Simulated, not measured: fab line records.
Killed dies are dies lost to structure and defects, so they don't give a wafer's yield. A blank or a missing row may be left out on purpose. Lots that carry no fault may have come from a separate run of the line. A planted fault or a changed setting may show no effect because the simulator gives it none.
Problem report in the 8D (eight disciplines) form, filled by code	flow n5-finfet	the parts of the form that need people (team, actions taken, sign-off) are left out

== 1. THE PROBLEM ==
Wafers without a fault read 100.00 W, standard deviation 0.3; bias-w at N5_MIM_BOT_ETCH_ETCH_03 reads a mean of 95.88 W on 6 wafers belonging to 2 lots. That is -14 standard deviations from the usual mean.
The step: etches the open film in Cl2/BCl3, target depth 12 nm.
First seen on wafer L562.3, day 14 09:18, on rie-metal-01. At this step, 36 wafers from 12 lots have a number in the record. Rule for "out" (also "out of limits"): further than 4 standard deviations from the usual mean. The other wafers with a number count as sound.

== 2. WHAT IT IS, WHAT IT ISN'T ==
question	is	is not
which readings at this step	bias-w	drypump-motor-current-A, oes-product-au, rf-fwd-power-W, throttle-valve-pct
which lots	L561, L562	L551, L552, L553, L554, L566, L567, L571, L572, L573, L574
which wafers of those lots	all that have a number	-
read on which tools	rie-metal-01	rie-metal-02, rie-metal-03
when	from day 14 09:18	up to then (12 sound wafers); but 18 sound wafers of L566, L567, L571, L572, L573, L574 came after

== 3. THE SUSPECTS, EACH WITH WHAT RULES IT OUT ==
Counting: any tool at a process step up to the reading is kept as a suspect provided that every lot that is out went through it and no sound lot did after the first of them.
- rie-metal-01 at N5_MIM_BOT_ETCH_ETCH_03 (etches the open film in Cl2/BCl3, target depth 12 nm): ruled out as a lasting fault. Sound lots L574, L573 ran on it after its first lot that is out, L562 (day 14 09:18).
Left after counting: nothing in the record.

== 4. THE CAUSE (what the simulator had put in) ==
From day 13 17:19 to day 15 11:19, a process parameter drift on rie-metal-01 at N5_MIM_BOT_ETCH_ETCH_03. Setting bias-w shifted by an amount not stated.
Counting ruled it out, wrongly.

== 5. THE CHAIN OF EFFECTS, in route order ==
Each row: a reading whose mean over the struck wafers that have a number lies more than 3 standard deviations from the usual. Readings are gone through only where the record gives a usual standard deviation; hours: the median, over the lots, of the time from a lot's start at the first step in this table giving one to that lot's start at this step; sigmas: the change measured in usual standard deviations.
hours	step	reading	usual	on struck wafers	change	sigmas
0	N5_MIM_BOT_ETCH_ETCH_03	bias-w	100.00 W	95.88	-4.12	-14
Process steps it contains:
- N5_MIM_BOT_ETCH_ETCH_03: etches the open film in Cl2/BCl3, target depth 12 nm.

== 6. HOW IT WOULD HAVE BEEN CAUGHT EARLIER ==
16 hours passed between the start of the fault at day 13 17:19 and the first reading out of limits in this record, taken at day 14 09:18.
